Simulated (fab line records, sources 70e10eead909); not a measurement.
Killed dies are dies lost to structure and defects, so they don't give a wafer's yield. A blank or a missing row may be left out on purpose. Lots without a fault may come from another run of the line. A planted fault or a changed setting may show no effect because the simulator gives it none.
Which tool did it? | flow nand_harc | 6 lots, 18 wafers sampled, at 5 steps of a route of 1159

WHAT THE GAUGES READ, wafer by wafer
NHARC_END_SORT_01.
lot  | measured     | on        | defect_limited_yield (%)
L907 | day 20 01:05 | prober-01 | 98.5 98.2 98.4
L920 | day 23 06:09 | prober-02 | 96.3 95.9 0

WHICH TOOL RAN EACH LOT (tool, then ch and the chambers of the sampled wafers, then the start)
lot  | NHARC_P_M2_CMP_23             | NHARC_P_BONDPAD_ETCH_12            | NHARC_P_BONDPAD_DEGAS_25     | NHARC_P_BONDPAD_PRE_CLEAN_26
L904 | cmp-04 ch 0,1,3, day 6 21:50  | rie_diel-04 ch 1,2,3, day 7 00:29  | pvd_sputter-03, day 7 01:16  | pvd_sputter-03, no start
L907 | cmp-04 ch 0,2,3, day 7 06:12  | rie_diel-04 ch 0,3, day 7 08:49    | pvd_sputter-01, day 7 09:35  | pvd_sputter-01, day 20 01:05 or earlier
L909 | cmp-04 ch 0,1,3, day 7 21:35  | rie_diel-04 ch 0,1,2, day 8 00:14  | pvd_sputter-03, day 8 01:01  | pvd_sputter-03, no start
L913 | cmp-01 ch 1,3, day 8 09:27    | rie_diel-04 ch 0,3, day 8 12:10    | pvd_sputter-03, day 8 12:56  | pvd_sputter-03, no start
L920 | cmp-01 ch 1,2,3, day 10 10:11 | rie_diel-04 ch 0,1,3, day 10 12:54 | pvd_sputter-02, day 10 13:40 | pvd_sputter-02, day 23 06:09 or earlier
L924 | cmp-03 ch 0,1,3, day 11 10:12 | rie_diel-09 ch 0,3, day 11 12:47   | pvd_sputter-03, day 11 13:36 | pvd_sputter-03, no start
- NHARC_P_M2_CMP_23: polishes, t overpolish 20 s, target thk 144.3 nm.
- NHARC_P_BONDPAD_ETCH_12: etches the open film in CHF3/O2, target depth 200 nm, time 100 s.
- NHARC_P_BONDPAD_DEGAS_25: time 60 s.
- NHARC_P_BONDPAD_PRE_CLEAN_26: time 30 s.

THE ANSWER, worked out from the rows above alone
Rule: what is usual is taken from the lots themselves. Put in order of their means at a reading, lots are off if they are a third of the lots or fewer, leave a main group of 4 or more, and stand apart from it by a gap of 3 or more times the standard deviation of the main group's means; of several such gaps the widest counts. A main group whose means are all the same, to the digits that the tables above print for the reading, isn't used. A lot without any number at a reading at which 4 lots or more have one is off too. The other lots that the step has rows for count as sound.
No lot is off at any reading shown: from this, nothing can be told.

WHAT THE SIMULATOR HAD PUT IN
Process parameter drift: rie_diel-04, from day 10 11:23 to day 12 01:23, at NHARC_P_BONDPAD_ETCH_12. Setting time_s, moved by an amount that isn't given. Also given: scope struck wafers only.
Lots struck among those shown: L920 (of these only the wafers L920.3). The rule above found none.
